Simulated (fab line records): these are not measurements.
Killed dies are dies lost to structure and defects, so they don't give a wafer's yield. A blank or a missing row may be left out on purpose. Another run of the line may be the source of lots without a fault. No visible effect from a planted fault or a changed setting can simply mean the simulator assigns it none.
A struck lot beside a sound one | flow n5-finfet | 21 steps out of a route of 1938
Sound: these wafers, L850.4, L850.5, L850.6. Struck: wafers L860.3, L860.5, L860.6. The cause comes at the end.
Order at every step that has rows: each side's tool, ch and its chambers, its first start. Under that, the readings that differ: sound wafers | struck wafers | difference of the means | sigmas: that difference in standard deviations of wafers without a fault.
alike: readings with means less than 2 such deviations apart, plus words and numbers identical on both sides. not compared: withheld readings, readings lacking a value on some wafer, bounds such as >300 that could conceal the same value, and numbers that have no deviation in the record and whose values overlap.
The two part at a step that has a row with sigmas, a row that says differs or no value, or rows on one side only. Non-overlapping numbers with no deviation appear without sigmas and do not part them. Lack of a reading on every wafer of one side parts them only where that side has two or more wafers.

first, 9 steps without rows for these wafers: N5_BEOL_M0_SAQP_EBR_10; N5_BEOL_M0_SAQP_SOFTBAKE_09 (time 60 s); N5_BEOL_M0_SAQP_EXPOSE_11 (exposes mask M0 CORE, target cd 42 nm); N5_BEOL_M0_SAQP_PEB_12 (peb time 60 s); N5_BEOL_M0_SAQP_DEVELOP_13 (develop time 30 s); N5_BEOL_M0_SAQP_DESCUM_19 (chemistry O2, time 7.9 s); N5_BEOL_M0_SAQP_ETCH_83 (etches SiARC in CF4, target depth 39 nm, time 65 s); N5_BEOL_M0_SAQP_ETCH_84 (etches SOC in N2/H2, target depth 100 nm, overetch 20 nm, time 150 s); N5_BEOL_M0_SAQP_STRIP_80 (strips in N2/H2).
N5_BEOL_M0_SAQP_HM_OPEN_112: chemistry CHF3/O2, target SiO2, stops on a-Si, target depth 12 nm, time 13.5 s.
  sound on rie-diel-05 ch 0,1, day 5 16:46; struck on rie-diel-05 ch 0,1,3, day 8 00:19
  reading                                         | sound          | struck               | difference | sigmas
  over-etch-frac                                  | 1.25 1.25 1.25 | 2.3493 2.3493 2.3493 | +1.0993    |
  model.SOC_of_BEOL_M0_SAQP_COAT_81.thk-nm (nm)   | 100 99.8 99.6  | 95.2 94.6 94.8       | -4.9       |
  model.SiARC_of_BEOL_M0_SAQP_COAT_82.thk-nm (nm) | 4.4 4.4 5.2    | 0 0 0                | -5         |
  model.a-Si_of_BEOL_M0_SAQP_PECVD_04.thk-nm (nm) | 61.2 60.2 60.8 | 56.8 57.2 58.2       | -3.3       |
  alike: drypump-motor-current-A, oes-product-au, rf-vpp-V, showerhead-plenum-p-Torr, throttle-valve-pct
  not compared: rf-hours-counter-h
then, 1 step without rows for these wafers: N5_BEOL_M0_SAQP_STRIP_113 (strips in CHF3/O2).
N5_BEOL_M0_SAQP_MANDREL_ETCH_20: etches a-Si in HBr/Cl2, stops on SiNx, target depth 60 nm, bt time 10 s, time 30 s.
  sound on rie-si-06 ch 0,1,3, day 5 16:51; struck on rie-si-01 ch 1,2, day 8 00:24
  reading                                       | sound             | struck            | difference | sigmas
  oes-product-au (a.u.)                         | 0.797 0.803 0.790 | 0.740 0.748 0.776 | -0.042     | -4
  model.SOC_of_BEOL_M0_SAQP_COAT_81.thk-nm (nm) | 76 76.4 75.4      | 70.6 70 69.4      | -5.9       |
  model.etch.depth-nm (nm)                      | 61.17 60.27 60.8  | 56.85 57.21 58.28 | -3.30      |
  alike: drypump-motor-current-A, throttle-valve-pct
  not compared: rf-hours-counter-h
then, 5 steps without rows for these wafers: N5_BEOL_M0_SAQP_STRIP_86 (strips in N2/H2); N5_BEOL_M0_SAQP_STRIP_115 (strips in post etch residue remover, time 60 s); N5_BEOL_M0_SAQP_SRD_93 (time 30 s); N5_BEOL_M0_SAQP_RECESS_114 (chemistry HF/NH3, target SiO2, target depth 14.4 nm, afs cycles 3, sublimation time 60 s); N5_BEOL_M0_SAQP_SPACER1_ALD_98 (deposits SiO2, target thk 12.8 nm, pulse time 1 s, purge time 2 s).
N5_BEOL_M0_SAQP_SPACER1_ETCHBACK_99: etches SiO2 in CHF3/O2, target depth 15.4 nm, time 7.7 s.
  sound on rie-diel-05 ch 0,2,3, day 5 18:01; struck on rie-diel-05 ch 0,1,3, day 8 01:29
  reading                                         | sound          | struck         | difference | sigmas
  model.a-Si_of_BEOL_M0_SAQP_PECVD_04.thk-nm (nm) | 60.6 59.6 60.2 | 56.2 56.6 57.6 | -3.3       |
  alike: drypump-motor-current-A, oes-product-au, rf-vpp-V, showerhead-plenum-p-Torr, throttle-valve-pct
  not compared: rf-hours-counter-h
then, 1 step without rows for these wafers: N5_BEOL_M0_SAQP_MANDREL1_REMOVE_100 (chemistry HBr/Cl2/O2, target a-Si, stops on SiNx, bt time 10 s).
-- a jump in the record: the struck wafers' starts before and after are 2 days apart (it breaks off in module BEOL_M0_SAQP and resumes in module BEOL_M4, where the first step shown is number 1111 of the route) --
N5_BEOL_M4_RC_MEAS_101:
  sound on prober-02 ch 0, day 7 18:58; struck on prober-01 ch 0, day 10 07:50
  reading        | sound          | struck         | difference | sigmas
  IOFF_P (nA/um) | 0.15 0.15 0.20 | 0.26 0.26 0.25 | +0.09      | +2
  ION_P (uA/um)  | 446 447 459    | 473 460 476    | +19        | +3
  VT_P (mV)      | -256 -258 -255 | -244 -245 -244 | +12        | +3
  alike: DIBL_N, DIBL_P, IOFF_N, ION_N, SS_N, SS_P, VT_N
N5_PASSIVATION_PROBE_49:
  rows exist in the record for the sound wafers here (prober-02, day 11 22:53), none for the struck ones

## WHERE THEY PART
First at N5_BEOL_M0_SAQP_MANDREL_ETCH_20; last, within this record, at N5_PASSIVATION_PROBE_49.

WHY: what the simulator had put in
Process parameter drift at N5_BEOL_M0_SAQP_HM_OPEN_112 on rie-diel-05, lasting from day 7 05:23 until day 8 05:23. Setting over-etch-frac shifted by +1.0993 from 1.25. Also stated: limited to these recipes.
